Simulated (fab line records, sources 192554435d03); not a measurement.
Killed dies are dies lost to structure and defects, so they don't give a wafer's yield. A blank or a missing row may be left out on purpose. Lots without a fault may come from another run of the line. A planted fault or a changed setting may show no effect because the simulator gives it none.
Split-lot experiment | flow n5_finfet | 7 lots, 21 wafers read, on a route of 1938 steps

THE SPLIT
At N5_ZERO_LAYER_COAT_05 (resist thk 1000 nm), the setting spin_rpm was moved away from the recipe's 1500 rpm on 10 of the 21 wafers read, by -4.6% to +9.0%. The other wafers ran this setting at the recipe's value.

The file shows no step between the split and the reading.

THE READING
coat_of_ZERO_LAYER_COAT_05.thk_nm (the simulator's own value, which no gauge read), in nm, at N5_ZERO_LAYER_ETCH_18 (etches Si in HBr/Cl2, target depth 120 nm, time 40 s). The file gives no usual value for it. The 11 wafers here that ran the recipe average 932.5 nm, standard deviation 3.3 nm.

wafer  | tool, chamber at the split | spin_rpm as run, rpm | against the recipe | coat_of_ZERO_LAYER_COAT_05.thk_nm, nm | against lot-mates on the recipe
L075.4 | litho_track-02, 0          | 1500                 | recipe             | 932                                   | -
L075.5 | litho_track-02, 0          | 1577                 | +5.1%              | 908                                   | -25.5
L075.6 | litho_track-02, 0          | 1500                 | recipe             | 934.9                                 | -
L076.2 | litho_track-04, 0          | 1592                 | +6.1%              | 904                                   | no lot-mate on the recipe
L076.3 | litho_track-04, 0          | 1592                 | +6.1%              | 903.9                                 | no lot-mate on the recipe
L076.5 | litho_track-04, 0          | 1592                 | +6.1%              | 904.7                                 | no lot-mate on the recipe
L077.2 | litho_track-02, 0          | 1500                 | recipe             | 934.7                                 | -
L077.3 | litho_track-02, 0          | 1500                 | recipe             | 934.4                                 | -
L077.6 | litho_track-02, 0          | 1500                 | recipe             | 933.7                                 | -
L080.2 | litho_track-04, 0          | 1500                 | recipe             | 932.1                                 | -
L080.3 | litho_track-04, 0          | 1431                 | -4.6%              | 961.6                                 | +29.5
L080.5 | litho_track-04, 0          | 1431                 | -4.6%              | 954.9                                 | +22.8
L087.1 | litho_track-04, 0          | 1563                 | +4.2%              | 915.5                                 | -20.4
L087.3 | litho_track-04, 0          | 1563                 | +4.2%              | 914.7                                 | -21.2
L087.4 | litho_track-04, 0          | 1500                 | recipe             | 935.9                                 | -
L092.4 | litho_track-04, 0          | 1635                 | +9.0%              | 881.2                                 | -45.6
L092.5 | litho_track-04, 0          | 1500                 | recipe             | 923.2                                 | -
L092.6 | litho_track-04, 0          | 1500                 | recipe             | 930.5                                 | -
L097.1 | litho_track-02, 0          | 1556                 | +3.7%              | 911.8                                 | -21.1
L097.4 | litho_track-02, 0          | 1500                 | recipe             | 934                                   | -
L097.6 | litho_track-02, 0          | 1500                 | recipe             | 931.8                                 | -

THE FIT
A straight line over all 21 wafers: coat_of_ZERO_LAYER_COAT_05.thk_nm changes by -5.12 nm for each +1% of spin_rpm; r = -0.98; the points scatter about the line by 3.5 nm.
The same after taking each lot's own level away (the mean of its wafers on the recipe; 18 wafers): -5.24 nm for each +1%; r = -0.99; scatter 2.1 nm.
On that fit, the largest move of spin_rpm shifts the reading by 47 nm.
The lots' own levels span 926.85 to 935.90 nm, that is 2.7 times the standard deviation above.
So the lot-to-lot level changes the slope little: the two slopes agree.
Check: with one of the wafers moved furthest among these (+9.0%) left out of the fit, the line predicts -47.5 nm for it against its lot-mates. It came out at -45.6 nm against them.

OTHER SPLITS ON THESE WAFERS
These wafers also went through other splits before the reading. Each is held against what the fit with the lots' levels taken away leaves over:
other split on the same wafers | wafers away from the commonest value | r with coat_of_ZERO_LAYER_COAT_05.thk_nm (lot level and that fit taken away)
N5_ZERO_LAYER_PECVD_02 time_s  | 4                                    | -0.10

THE WHOLE CHAIN: every reading that the file lists as answering this split, in the file's order
step                   | what it does                                         | reading                                                                            | change (the file's fit)              | r (the file's)
N5_ZERO_LAYER_COAT_05  | resist thk 1000 nm                                   | coat_of_ZERO_LAYER_COAT_05.thk_nm (the simulator's own value, which no gauge read) | -5 nm for each +1% of the setting    | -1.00
N5_ZERO_LAYER_ETCH_18  | etches Si in HBr/Cl2, target depth 120 nm, time 40 s | coat_of_ZERO_LAYER_COAT_05.thk_nm (the simulator's own value, which no gauge read) | -5.17 nm for each +1% of the setting | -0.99
N5_ZERO_LAYER_STRIP_24 | strips in O2                                         | strip_time_to_endpoint_s                                                           | withheld for each +1% of the setting | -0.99

THE FILE'S OWN FIT
coat_of_ZERO_LAYER_COAT_05.thk_nm changes by -5.17 nm for each +1% of spin_rpm, r = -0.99.
